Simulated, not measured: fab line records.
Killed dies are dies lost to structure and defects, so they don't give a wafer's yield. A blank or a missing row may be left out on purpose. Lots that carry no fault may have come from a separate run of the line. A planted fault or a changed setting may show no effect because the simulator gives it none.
Chamber matching | flow nandHarc | 3 sister chambers for NHARC_A_M0_PRE_CLEAN_31 on pecvd-01
The step time 12 s. 24 wafers are shown with their chamber, then 12 later ones without.

## WAFERS PAIRED WITH THEIR CHAMBERS
wafer  | chamber | heaterPowerW (W)
L075.1 | 2       | 628
L075.2 | 1       | 683
L075.4 | 2       | 612
L078.1 | 0       | 669
L078.4 | 2       | 606
L078.6 | 1       | 649
L077.1 | 1       | 603
L077.5 | 0       | 678
L077.6 | 1       | 597
L079.2 | 2       | 598
L079.4 | 2       | 610
L079.6 | 0       | 651
L081.4 | 1       | 588
L081.5 | 0       | 729
L081.6 | 2       | 591
L085.3 | 1       | 584
L085.4 | 0       | 721
L085.6 | 2       | 630
L087.2 | 1       | 630
L087.3 | 2       | 616
L087.6 | 2       | 607
L088.2 | 1       | 666
L088.4 | 0       | 680
L088.5 | 1       | 650

SIGNATURES (means of the wafers above)
reading      | chamber 0 | chamber 1 | chamber 2 | scatter within a chamber
heaterPowerW | 688.00    | 627.78    | 610.89    | 28
Rule: for a wafer and a chamber, the distance is found by dividing, reading by reading, the gap between the wafer's reading and the chamber's mean by the reading's scatter, squaring, summing and taking the root. If the next closest chamber is less than 2 further off than the closest, the wafer can't be placed; otherwise it belongs to the closest. How the scatter is found: for the shown wafers, subtract from each reading the mean of its chamber, square and add these, divide the total by (wafers less chambers), then take the root.

## WAFERS WITH NO CHAMBER GIVEN
wafer  | heaterPowerW (W)
L089.3 | 696
L089.4 | 663
L089.5 | 593
L090.1 | 742
L090.5 | 682
L090.6 | 751
L094.2 | 744
L094.5 | 666
L094.6 | 759
L095.3 | 738
L095.5 | 584
L095.6 | 744

## WHICH CHAMBER EACH ONE RAN IN
wafer  | from the rows above          | in truth
L089.3 | 0                            | 0
L089.4 | can't be placed: 0 or 1 or 2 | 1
L089.5 | can't be placed: 2 or 1      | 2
L090.1 | 0                            | 0
L090.5 | can't be placed: 0 or 1      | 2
L090.6 | 0                            | 0
L094.2 | 0                            | 0
L094.5 | can't be placed: 0 or 1 or 2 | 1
L094.6 | 0                            | 0
L095.3 | 0                            | 0
L095.5 | can't be placed: 2 or 1      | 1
L095.6 | 0                            | 0
Placed correctly: 7 of 12. Can't be placed from these rows: 5 (the true chamber is among the candidates in 4). 0 placed wrongly.
